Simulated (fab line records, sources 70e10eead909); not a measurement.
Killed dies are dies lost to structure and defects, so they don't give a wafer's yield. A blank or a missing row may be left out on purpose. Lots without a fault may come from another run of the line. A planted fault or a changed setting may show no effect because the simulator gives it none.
fab line records | flow nand_harc
record lots=7 wafers=21 last_day=24
route steps=1159 shown P_M2@330 END@1159
lots that met no fault: from a run of the same line without faults
start_h: hours from the record's first day to the start of the lot's first wafer shown | wait_h: hours since the lot's step before | " the same as in the row above | L1.1+2: a row that stands for several wafers | - no value, or no start given | * or withheld: withheld | < > ~ a bound
route shown NAME@n: a module of which the file shows steps, and the number in the route of the first | usual: mean/standard deviation of fault-free wafers | same: alike in all rows | chamber/n: place in a boat | sites: the reading at each site | _std_site: their standard deviation | _edge_site: outer sites' mean less inner sites' | radius_mm: how far each site lies from the wafer's centre | mask NAME#n: copy n | behind: the tool/chamber that last shaped the wafer | hold: why the lot was held/for how many hours/how that ended | device: the transistor (n, p or np) that didn't switch | end of line: the same wafers' tests at the end of the route | a step without rows: its recipe alone | killed: dies lost to structure and defects at the first sort, not the wafer's yield | map: a wafer's dies, x killed, . not, _ none there
set.NAME: the setting as run; set.NAME@STEP: as run at that earlier step | model.NAME: the simulator's own value behind a step, which no gauge read
lots at some steps of the route; a table a step, a row a wafer
services: from which hour (start_h, from the record's first day; less than 0 if before it) a tool's chamber was out of use, for how many hours, and why
## steps
# step NHARC_P_M2_INSPECT_11
# usual raw_defect_count=4.4/2.4
# columns lot.wafer tool chamber start_h wait_h raw_defect_count
L350.2 defect_inspect-02 - 144.87 0.0 6
L350.3 " - " " 7
L350.5 " - " " 4
L353.3 defect_inspect-02 - 155.35 0.0 7
L353.4 " - " " 4
L353.5 " - " " 2
L363.2 defect_inspect-02 - 226.73 0.1 4
L363.4 " - " " 3
L363.5 " - " " 3
L365.1 defect_inspect-01 - 227.28 0.0 6
L365.3 " - " " 4
L365.5 " - " " 6
L364.1 defect_inspect-02 - 227.74 0.1 4
L364.3 " - " " 9
L364.6 " - " " 5
L366.1 defect_inspect-01 - 235.34 0.0 1
L366.4 " - " " 2
L366.5 " - " " 1
L369.1 defect_inspect-01 - 247.23 0.0 13
L369.3 " - " " 2
L369.5 " - " " 1
# step NHARC_P_M2_DESCUM_14
# recipe time_s=3 o2_flow_sccm=200 ar_flow_sccm=0 bias_power_w=0 chemistry=O2
# usual chamber_pressure_mTorr=60.00/0.057 drypump_motor_current_A=5.6/0.5 oes_product_au=1.003/0.0072 rf_vpp_V=57.9/0.91 showerhead_plenum_p_Torr=1.92/0.068 throttle_valve_pct=11.310/0.0088
# same time_s=3
# columns lot.wafer tool chamber start_h wait_h chamber_pressure_mTorr drypump_motor_current_A oes_product_au rf_hours_counter_h rf_vpp_V showerhead_plenum_p_Torr throttle_valve_pct
L350.3 rie_diel-06 1 144.93 0.1 60.00 5.8 0.998 2 57.8 1.81 11.305
L350.2 " 0 " " 60.01 4.8 1.001 2 58.6 1.92 11.325
L350.5 " 2 " " 59.99 6.3 1.006 - 58.4 1.90 11.292
L353.3 rie_diel-03 0 155.43 0.1 59.90 5.4 1.002 19 57.1 1.81 11.310
L353.5 " 2 " " 60.04 5.4 0.990 - 58.3 1.99 11.305
L353.4 " 0 " " 60.01 5.4 1.000 - 57.3 1.81 11.308
L363.4 rie_diel-06 3 226.79 0.1 59.88 5.4 1.001 5 59.1 1.94 11.307
L363.2 " 2 " " 60.04 6.3 1.005 4 57.3 1.90 11.319
L363.5 " 3 " " 59.97 5.4 1.001 - 57.5 1.94 11.319
L365.1 rie_diel-04 0 227.34 0.1 60.03 6.0 0.997 44 59.0 1.97 11.299
L365.3 " 2 " " 60.03 5.6 1.004 35 59.4 1.87 11.302
L365.5 " 1 " " 59.94 5.0 0.997 - 56.9 1.90 11.314
L364.3 rie_diel-04 0 227.82 0.1 59.92 5.9 1.009 44 59.5 1.97 11.319
L364.1 " 1 " " 60.02 5.0 1.005 43 57.8 1.90 11.303
L364.6 " 2 " " 59.92 5.6 1.002 - 57.8 1.87 11.311
L366.1 rie_diel-06 1 235.40 0.1 60.00 5.8 1.003 5 57.8 1.81 11.323
L366.4 " 3 " " 60.06 5.4 1.010 6 58.3 1.94 11.325
L366.5 " 1 " " 59.92 5.8 0.993 - 59.3 1.81 11.318
L369.1 rie_diel-03 3 247.29 0.1 59.97 6.4 1.007 4 58.2 1.99 11.296
L369.3 " 0 " " 59.95 5.4 0.998 3 57.6 1.81 11.305
L369.5 " 0 " " 60.04 5.4 0.997 - 56.4 1.81 11.316
# step NHARC_P_M2_ETCH_35
# recipe target_depth_a=400 overetch_a=120 time_s=43.94 ion_energy_ev=200 n2_flow_sccm=150 h2_flow_sccm=150 ar_flow_sccm=0 rf_w=400 bias_w=150 chemistry=N2/H2
# usual chamber_pressure_mTorr=30.001/0.029 drypump_motor_current_A=5.6/0.49 oes_product_au=1.003/0.0074 rf_vpp_V=430.7/2.1 showerhead_plenum_p_Torr=2.04/0.073 throttle_valve_pct=14.171/0.0097
# same time_s=43.94
# columns lot.wafer tool chamber start_h wait_h chamber_pressure_mTorr drypump_motor_current_A oes_product_au rf_hours_counter_h rf_vpp_V showerhead_plenum_p_Torr throttle_valve_pct
L350.3 rie_diel-06 2 145.02 0.1 30.010 6.3 1.018 2 430.3 2.03 14.190
L350.2 " 0 " " 30.036 4.8 1.011 3 431.1 2.05 14.171
L350.5 " 3 " " 29.933 5.4 1.003 - 432.0 2.07 14.191
L353.3 rie_diel-03 2 155.51 0.1 30.013 5.4 1.002 19 433.3 2.13 14.185
L353.4 " 2 " " 30.050 5.4 0.992 - 433.3 2.13 14.162
L353.5 " 0 " " 30.038 5.4 1.000 - 427.5 1.93 14.178
L363.4 rie_diel-06 2 226.88 0.1 30.001 6.3 1.013 4 430.5 2.02 14.154
L363.2 " 3 " " 29.942 5.4 1.000 5 431.3 2.07 14.170
L363.5 " 3 " " 30.066 5.4 1.001 - 432.1 2.07 14.155
L365.1 rie_diel-04 0 227.43 0.1 29.965 5.9 1.007 44 431.4 2.10 14.163
L365.3 " 2 " " 30.013 5.6 0.998 35 429.1 1.99 14.164
L365.5 " 3 " " 30.056 6.2 0.992 - 431.2 2.07 14.142
L364.1 rie_diel-04 3 227.90 0.1 30.018 6.2 1.001 44 430.1 2.07 14.171
L364.3 " 1 " " 29.952 5.0 1.007 43 429.7 2.02 14.161
L364.6 " 3 " " 29.995 6.1 0.997 - 432.7 2.07 14.160
L366.1 rie_diel-06 1 235.49 0.1 29.970 5.8 0.998 5 427.2 1.92 14.153
L366.4 " 3 " " 29.958 5.4 0.998 6 432.0 2.07 14.166
L366.5 " 2 " " 30.000 6.3 1.010 - 430.0 2.02 14.173
L369.3 rie_diel-03 1 247.39 0.1 29.979 5.6 1.004 3 434.7 2.19 14.176
L369.1 " 3 " " 29.999 6.4 1.003 4 433.5 2.12 14.180
L369.5 " 1 " " 29.996 5.5 1.000 - 433.6 2.19 14.181
# step NHARC_P_M2_ETCH_15
# recipe target_depth_a=1825 time_s=91.2 c4f8_flow_sccm=withheld ar_flow_sccm=400 rf_w=600 bias_w=300 chemistry=C4F8/Ar
# step NHARC_P_M2_CD_MEAS_16
# usual cd_nm=170.1/0.5
# columns lot.wafer tool chamber start_h wait_h cd_nm
L350.2 cd_sem-02 - 145.25 - 170.9
L350.3 " - " " 170.4
L350.5 " - " " 169.6
L353.3 cd_sem-02 - 155.76 - 170.0
L353.4 " - " " 170.2
L353.5 " - " " 170.6
L363.2 cd_sem-03 - 227.10 - 169.7
L363.4 " - " " 170.5
L363.5 " - " " 170.5
L365.1 cd_sem-02 - 227.65 - 171.0
L365.3 " - " " 170.4
L365.5 " - " " 170.2
L364.1 cd_sem-01 - 228.11 - 170.3
L364.3 " - " " 170.5
L364.6 " - " " 169.8
L366.1 cd_sem-01 - 235.71 - 169.7
L366.4 " - " " 169.3
L366.5 " - " " 169.6
L369.1 cd_sem-02 - 247.60 - 169.4
L369.3 " - " " 169.6
L369.5 " - " " 169.8
# step NHARC_P_M2_STRIP_18
# recipe power_w=1000 n2_flow_sccm=150 h2_flow_sccm=150 ar_flow_sccm=0 bias_w=0 chemistry=N2/H2
# step NHARC_P_M2_ETCH_28
# recipe target_depth_a=300 over_etch_frac=0.3 time_s=72.99 ion_energy_ev=150 cf4_flow_sccm=50 n2_flow_sccm=100 ar_flow_sccm=150 rf_w=300 bias_w=100 chemistry=CF4/N2
# usual cf4_flow_sccm=50.00/0.15 chamber_pressure_mTorr=30.01/0.036 drypump_motor_current_A=5.6/0.47 oes_product_au=0.999/0.0085 rf_vpp_V=314.5/1.9 showerhead_plenum_p_Torr=2.65/0.1 throttle_valve_pct=19.795/0.0086
# same time_s=72.99
# columns lot.wafer tool chamber start_h wait_h cf4_flow_sccm chamber_pressure_mTorr drypump_motor_current_A oes_product_au rf_hours_counter_h rf_vpp_V showerhead_plenum_p_Torr throttle_valve_pct
L350.2 rie_diel-03 1 - - 49.98 29.99 5.6 0.992 18 317.9 2.81 19.800
L350.3 " 3 " " 50.12 30.02 6.4 0.998 18 315.6 2.73 19.793
L350.5 " 1 " " 50.21 30.01 5.5 0.998 - 318.0 2.81 19.802
L353.3 rie_diel-03 1 - - 50.13 29.99 5.5 0.998 19 316.4 2.81 19.798
L353.5 " 0 " " 50.00 29.96 5.4 1.003 - 310.6 2.49 19.792
L353.4 " 1 " " 50.09 29.95 5.6 0.988 - 317.6 2.81 19.800
L363.4 rie_diel-06 1 - - 50.25 30.01 5.8 1.002 5 311.4 2.49 19.795
L363.2 " 3 " " 50.00 30.03 5.4 0.999 5 314.9 2.67 19.805
L363.5 " 1 " " 50.28 30.00 5.8 0.998 - 311.5 2.49 19.793
L365.3 rie_diel-06 1 - - 50.01 30.04 5.8 0.988 5 313.4 2.49 19.790
L365.1 " 2 " " 50.09 30.00 6.3 0.994 5 314.6 2.61 19.791
L365.5 " 1 " " 49.90 29.99 5.8 0.995 - 311.3 2.49 19.806
L364.3 rie_diel-06 1 - - 49.92 30.06 5.8 1.002 5 313.3 2.49 19.802
L364.1 " 2 " " 50.15 29.99 6.3 1.001 5 314.6 2.61 19.790
L364.6 " 1 " " 49.91 29.98 5.8 0.996 - 313.0 2.49 19.799
L366.1 rie_diel-06 2 - - 49.87 30.04 6.4 1.005 5 314.2 2.61 19.802
L366.4 " 0 " " 49.92 30.04 4.8 0.999 6 314.0 2.64 19.803
L366.5 " 3 " " 49.85 29.97 5.4 1.005 - 315.3 2.67 19.792
L369.1 rie_diel-03 3 - - 50.01 29.99 6.4 0.980 4 314.0 2.72 19.801
L369.3 " 1 " " 49.71 29.99 5.6 0.992 3 318.0 2.80 19.785
L369.5 " 3 " " 49.94 29.98 6.4 0.996 - 315.4 2.72 19.790
# step NHARC_P_M2_STRIP_19
# recipe time_s=600 temp_c=30 chemistry=post_etch_residue_remover
# step NHARC_P_M2_DEGAS_29
# recipe temp_c=250 time_s=60
# usual heater_power_w=335/44
# same time_s=60
# columns lot.wafer tool chamber start_h wait_h heater_power_w
L350.2 pvd_sputter-01 - 146.11 - 399
L350.3 " - " " 290
L350.5 " - " " 325
L353.4 pvd_sputter-03 - 156.58 - 375
L353.3 " - " " 293
L353.5 " - " " 390
L363.2 pvd_sputter-02 - 227.82 - 313
L363.4 " - " " 338
L363.5 " - " " 331
L365.1 pvd_sputter-01 - 228.37 - 393
L365.3 " - " " 349
L365.5 " - " " 261
L364.1 pvd_sputter-01 - 228.82 - 354
L364.3 " - " " 400
L364.6 " - " " 347
L366.1 pvd_sputter-03 - 236.44 - 288
L366.4 " - " " 310
L366.5 " - " " 378
L369.3 pvd_sputter-01 - 248.32 - 291
L369.1 " - " " 258
L369.5 " - " " 303
# step NHARC_P_M2_PRE_CLEAN_30
# recipe time_s=30 temp_c=280 gas=H2/He
# step NHARC_P_M2_PVD_20
# recipe target_thk_a=50 bias_v=168.6 power_w=15000 chamber_pressure_pa=0.12 time_s=8.06 substrate_temp_c=50 material=TaN
# step NHARC_P_M2_PVD_21
# recipe target_thk_a=300 chamber_pressure_pa=5 power_w=5000 substrate_temp_c=30 time_s=20.49 material=Cu
# usual chamber_pressure_pa=5.002/0.0089 throttle_valve_pct=29.7/0.88
# same time_s=20.49
# columns lot.wafer tool chamber start_h wait_h chamber_pressure_pa throttle_valve_pct
L350.3 pvd_sputter-01 - - - 5.000 30.1
L350.2 " - " " 5.013 29.5
L350.5 " - " " 4.994 30.1
L353.3 pvd_sputter-03 - - - 4.994 31.0
L353.4 " - " " 5.002 28.1
L353.5 " - " " 4.992 31.2
L363.2 pvd_sputter-02 - - - 4.997 30.3
L363.4 " - " " 5.011 31.0
L363.5 " - " " 5.002 29.2
L365.1 pvd_sputter-01 - - - 5.012 29.7
L365.3 " - " " 5.009 30.1
L365.5 " - " " 5.002 29.0
L364.3 pvd_sputter-01 - - - 5.008 29.7
L364.1 " - " " 4.996 30.3
L364.6 " - " " 4.997 29.8
L366.4 pvd_sputter-03 - - - 5.005 28.3
L366.1 " - " " 5.004 29.8
L366.5 " - " " 5.010 29.5
L369.3 pvd_sputter-01 - - - 5.008 29.2
L369.1 " - " " 5.004 30.0
L369.5 " - " " 5.004 30.0
# step NHARC_P_M2_ECD_22
# recipe target_thk_a=4000 bath_temp_c=25 material=Cu
# usual bath_temp_c=25.00/0.1
# columns lot.wafer tool chamber start_h wait_h bath_temp_c
L350.2 ecd_cu-01 1 146.57 - 25.08
L350.3 " 0 " " 24.93
L350.5 " 0 " " 25.06
L353.4 ecd_cu-02 0 157.04 - 24.89
L353.3 " 1 " " 24.91
L353.5 " 1 " " 24.84
L363.2 ecd_cu-02 0 228.23 - 24.92
L363.4 " 1 " " 25.25
L363.5 " 0 " " 25.19
L365.1 ecd_cu-01 0 228.74 - 24.82
L365.3 " 0 " " 24.93
L365.5 " 0 " " 24.90
L364.1 ecd_cu-01 0 229.19 - 24.93
L364.3 " 1 " " 24.93
L364.6 " 0 " " 24.96
L366.1 ecd_cu-01 1 236.79 - 25.03
L366.4 " 0 " " 25.00
L366.5 " 1 " " 25.08
L369.1 ecd_cu-02 1 248.90 - 25.22
L369.3 " 0 " " 24.97
L369.5 " 0 " " 24.98
# step NHARC_P_M2_ANNEAL_31
# recipe temp_c=225 time_s=90
# step NHARC_P_M2_CMP_23
# recipe t_overpolish_s=20 target_thk_nm=144.3
# usual motor_current_A=12.5/1.3 retaining_ring_pressure_frac=1.000/0.0052 time_to_endpoint_s=28.5/1.6
# columns lot.wafer tool chamber start_h wait_h motor_current_A retaining_ring_pressure_frac time_to_endpoint_s
L350.2 cmp-01 2 147.29 - 10.8 0.991 26.5
L350.3 " 1 " " 12.9 0.993 27.2
L350.5 " 3 " " 10.9 0.994 23.8
L353.3 cmp-01 3 157.74 - 10.9 1.005 28.3
L353.4 " 0 " " 10.6 0.996 28.2
L353.5 " 1 " " 12.8 0.997 29.2
L363.2 cmp-02 3 228.96 - 11.9 1.000 30.5
L363.4 " 1 " " 14.6 1.004 28.7
L363.5 " 3 " " 12.5 1.000 30.5
L365.1 cmp-02 2 229.52 - 13.4 1.004 10.2
L365.3 " 3 " " 12.2 0.996 30.4
L365.5 " 0 " " 13.7 1.006 10.8
L364.1 cmp-02 0 229.97 - 13.1 1.000 15.1
L364.3 " 1 " " 15.1 0.997 30.3
L364.6 " 0 " " 13.2 0.992 28.2
L366.4 cmp-01 3 237.53 - 11.2 0.993 26.4
L366.1 " 2 " " 11.5 0.992 12.8
L366.5 " 3 " " 11.7 0.997 13.3
L369.3 cmp-02 1 249.62 - 15.2 0.997 30.0
L369.1 " 2 " " 13.0 1.004 28.6
L369.5 " 0 " " 13.7 0.997 30.0
# step NHARC_P_M2_THK_MEAS_24
# recipe thk_meas_gauge=xrf
# usual thk_nm=144.2/1.4
# columns lot.wafer tool chamber start_h wait_h thk_nm
L350.2 film_metro-02 - 147.60 - 143.8
L350.3 " - " " 143.9
L350.5 " - " " 143.6
L353.3 film_metro-01 - 158.00 - 144.9
L353.4 " - " " 144.7
L353.5 " - " " 144.6
L363.2 film_metro-02 - 229.25 - 144.8
L363.4 " - " " 146.2
L363.5 " - " " 145.0
L365.1 film_metro-01 - 229.79 - 143.1
L365.3 " - " " 144.7
L365.5 " - " " 142.3
L364.1 film_metro-01 - 230.25 - 146.0
L364.3 " - " " 145.7
L364.6 " - " " 142.9
L366.1 film_metro-01 - 237.85 - 143.6
L366.4 " - " " 143.3
L366.5 " - " " 144.3
L369.1 film_metro-01 - 249.88 - 143.3
L369.3 " - " " 146.8
L369.5 " - " " 144.2
# step NHARC_END_SORT_01
# recipe temp_c=25
# usual defect_limited_yield=95.7/1.5 killed_at_array=25/9.8 killed_at_other=0.8/1.1 killed_at_periphery=3.3/2.1 killed_dies=29/10 killed_open=3.3/1.8 killed_short=1.9/1.4 sort_bin_2_pct=1.3/0.6 sort_bin_3_pct=0.25/0.23 sort_bin_4_pct=2.8/0.97 sort_n_pass=648/10 sort_rim_yield_pct=95/3.2 sort_yield_pct=95.7/1.5
# same gross_dies=677 sort_bin_5_pct[%]=0 sort_bin_6_pct[%]=0 sort_bin_7_pct[%]=0 sort_bin_8_pct[%]=0 sort_rim_n_gross=106.00
# columns lot.wafer tool chamber start_h wait_h defect_limited_yield[%] killed_at_array killed_at_other killed_at_periphery killed_dies killed_open killed_short sort_bin_2_pct[%] sort_bin_3_pct[%] sort_bin_4_pct[%] sort_n_pass sort_rim_yield_pct[%] sort_yield_pct[%]
L350.2 prober-02 0 473.31 2.8 93.8 35 1 6 42 6 0 1.5 0.15 4.6 635 97 93.8
L350.3 prober-02 0 474.11 3.1 95.9 18 2 8 28 4 2 1.2 0 3.0 649 97 95.9
L350.5 prober-02 0 475.70 3.7 96.3 23 0 2 25 5 2 1.3 0.15 2.2 652 99 96.3
L364.1 prober-02 0 548.27 2.5 93.6 41 0 2 43 2 2 1.8 0.74 3.8 634 92 93.6
L364.3 prober-02 0 549.85 3.1 94.2 34 0 5 39 3 2 2.5 0.30 3.0 638 92 94.2
L364.6 prober-02 0 552.21 3.9 95.1 32 0 1 33 0 0 1.5 0.44 3.0 644 90 95.1
# killed by level:class
L350.2 A_SLIT:chamber_film_flake=13 A_STAIRCASE:chamber_film_flake=6 A_M1:chamber_film_flake=5 A_CHANNEL_HOLE_D1:chamber_film_flake=3 A_CONTACT:chamber_film_flake=3 P_M2:geometric_particle:open=2 P_M0:chamber_film_flake=2 A_CHANNEL_FILL_D1:chamber_film_flake=2
L350.3 A_SLIT:chamber_film_flake=7 P_M0:chamber_film_flake=4 A_M1:chamber_film_flake=4 A_CHANNEL_HOLE_D1:chamber_film_flake=2 A_WL_FILL:chamber_film_flake=2 P_ZERO_WELL:geometric_particle:open=1 P_CONTACT:geometric_particle:short=1 P_M0:geometric_particle:open=1
L350.5 A_SLIT:chamber_film_flake=9 A_WL_FILL:geometric_particle:open=2 A_M0:geometric_particle:open=2 A_STAIRCASE:chamber_film_flake=2 A_CONTACT:chamber_film_flake=2 A_M1:chamber_film_flake=2 P_GATE:geometric_particle:short=1 A_ONON_D1:geometric_particle:open=1
L364.1 A_SLIT:chamber_film_flake=20 A_CHANNEL_HOLE_D1:chamber_film_flake=11 A_STAIRCASE:chamber_film_flake=3 A_CONTACT:chamber_film_flake=3 P_M0:geometric_particle:open=1 A_SGD_CUT:geometric_particle:short=1 A_WL_FILL:geometric_particle:short=1 A_CONTACT:geometric_particle:open=1
L364.3 A_SLIT:chamber_film_flake=15 A_CHANNEL_HOLE_D1:chamber_film_flake=9 P_STI:chamber_film_flake=4 A_CONTACT:chamber_film_flake=4 A_CHANNEL_FILL_D1:geometric_particle:short=2 P_CONTACT:geometric_particle:open=1 A_ONON_D1:geometric_particle:open=1 A_CHANNEL_FILL_D1:geometric_particle:open=1
L364.6 A_CHANNEL_HOLE_D1:chamber_film_flake=17 A_SLIT:chamber_film_flake=9 A_STAIRCASE:chamber_film_flake=4 P_STI:chamber_film_flake=1 A_CONTACT:chamber_film_flake=1 A_M1:chamber_film_flake=1
## services
# columns tool chamber start_h hours kind
rie_diel-06 0 122.21 - clean
rie_diel-06 1 122.21 - clean
rie_diel-06 2 122.21 - clean
rie_diel-06 3 122.21 - clean
rie_diel-06 2 137.44 7.2 repair
cmp-02 - 146.17 4.0 pm
rie_diel-06 0 146.71 - clean
pvd_sputter-03 - 149.10 1.8 repair
pvd_sputter-03 - 157.13 3.6 repair
pvd_sputter-01 - 161.99 10.0 pm
cmp-02 - 164.86 2.7 repair
rie_diel-03 - 166.74 1.7 repair
cmp-01 - 179.50 4.0 pm
ecd_cu-02 - 180.00 8.0 pm
rie_diel-06 1 190.10 4.3 repair
rie_diel-04 2 196.01 14.9 repair
pvd_sputter-02 - 214.06 10.0 pm
cmp-01 - 214.97 20.2 repair
rie_diel-03 - 215.33 9.0 pm
pvd_sputter-03 - 221.23 11.6 repair
rie_diel-04 1 229.80 3.6 repair
cmp-02 - 237.00 2.1 repair
rie_diel-06 - 241.20 9.0 pm
cmp-02 - 244.17 4.0 pm
## key
first_sign step=NHARC_P_M2_CMP_23 reading=time_to_endpoint_s direction=down sigmas=10 usual=* struck=*
effect none on later readings
met_at NHARC_P_M2_ECD_22
struck_wafers L364.1,L365.1,L365.5,L366.1,L366.5
fault kind=process_parameter_drift tool=ecd_cu-01 chamber=- onset_h=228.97 steps=NHARC_P_M2_ECD_22 channel=target_thk_a offset=* shape=step end_h=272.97 scope=struck_wafers_only acts_in=* stated=*
